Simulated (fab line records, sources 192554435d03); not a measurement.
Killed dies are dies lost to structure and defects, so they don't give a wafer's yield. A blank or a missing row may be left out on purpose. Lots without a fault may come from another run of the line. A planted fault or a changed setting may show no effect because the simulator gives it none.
Which tool did it? | flow n5_finfet | 11 lots, 33 wafers sampled, at 3 steps of a route of 1938

WHAT THE GAUGES READ, wafer by wafer
N5_BEOL_M11_CD_MEAS_18: pitch 140 nm, target cd 70 nm.
lot  | measured     | on        | cd_nm (nm)
L596 | day 10 07:29 | cd_sem-02 | 70.6 69.9 70.4
L601 | day 11 14:08 | cd_sem-02 | 69.6 70.1 69.8
L599 | day 11 17:45 | cd_sem-02 | 69.6 70.6 70.1
L604 | day 12 19:25 | cd_sem-02 | 70.1 70.2 70.1
L605 | day 13 03:14 | cd_sem-02 | 70.2 70.4 70.3
L612 | day 14 17:35 | cd_sem-01 | 69.9 70.4 69.2
L613 | day 15 01:39 | cd_sem-02 | 70.5 69.9 68.7
L615 | day 15 09:10 | cd_sem-02 | 68.8 69.1 69.8
L616 | day 15 12:34 | cd_sem-02 | 69.8 69.8 70.1
L617 | day 16 04:49 | cd_sem-01 | 71.1 69.7 69.7
L619 | day 16 12:35 | cd_sem-01 | 70.5 69.6 69.7

WHICH TOOL RAN EACH LOT (tool, then ch and the chambers of the sampled wafers, then the start)
lot  | N5_BEOL_M11_ETCH_62                | N5_BEOL_M11_STRIP_19
L596 | rie_diel-03 ch 0,1,2, day 10 07:02 | rie_diel-03 ch 1,2, day 10 07:24
L601 | rie_diel-01 ch 2,3, day 11 13:46   | rie_diel-04 ch 0,1,3, day 11 14:04
L599 | rie_diel-04 ch 0,1, day 11 17:23   | rie_diel-04 ch 0,1, day 11 17:41
L604 | rie_diel-03 ch 1,2, day 12 19:02   | rie_diel-04 ch 0,3, day 12 19:21
L605 | rie_diel-01 ch 0,1,2, day 13 02:54 | rie_diel-01 ch 1,2, day 13 03:10
L612 | rie_diel-04 ch 0,3, day 14 17:13   | rie_diel-03 ch 0,1, day 14 17:30
L613 | rie_diel-01 ch 2,3, day 15 01:10   | rie_diel-03 ch 0,3, day 15 01:35
L615 | rie_diel-04 ch 0,2,3, day 15 08:48 | rie_diel-04 ch 1,3, day 15 09:06
L616 | rie_diel-01 ch 0,2,3, day 15 12:00 | rie_diel-03 ch 0,2,3, day 15 12:30
L617 | rie_diel-03 ch 0,1,3, day 16 04:23 | rie_diel-01 ch 1,2,3, day 16 04:45
L619 | rie_diel-01 ch 0,1,2, day 16 12:05 | rie_diel-03 ch 1,2,3, day 16 12:31
- N5_BEOL_M11_ETCH_62: etches SOC in N2/H2, target depth 110 nm, overetch 22 nm, time 165 s.
- N5_BEOL_M11_STRIP_19: strips in O2.

THE ANSWER, worked out from the rows above alone
Rule: what is usual is taken from the lots themselves. Put in order of their means at a reading, lots are off if they are a third of the lots or fewer, leave a main group of 4 or more, and stand apart from it by a gap of 3 or more times the standard deviation of the main group's means; of several such gaps the widest counts. A main group whose means are all the same, to the digits that the tables above print for the reading, isn't used. A lot without any number at a reading at which 4 lots or more have one is off too. The other lots that the step has rows for count as sound.
No lot is off at any reading shown: from this, nothing can be told.

WHAT THE SIMULATOR HAD PUT IN
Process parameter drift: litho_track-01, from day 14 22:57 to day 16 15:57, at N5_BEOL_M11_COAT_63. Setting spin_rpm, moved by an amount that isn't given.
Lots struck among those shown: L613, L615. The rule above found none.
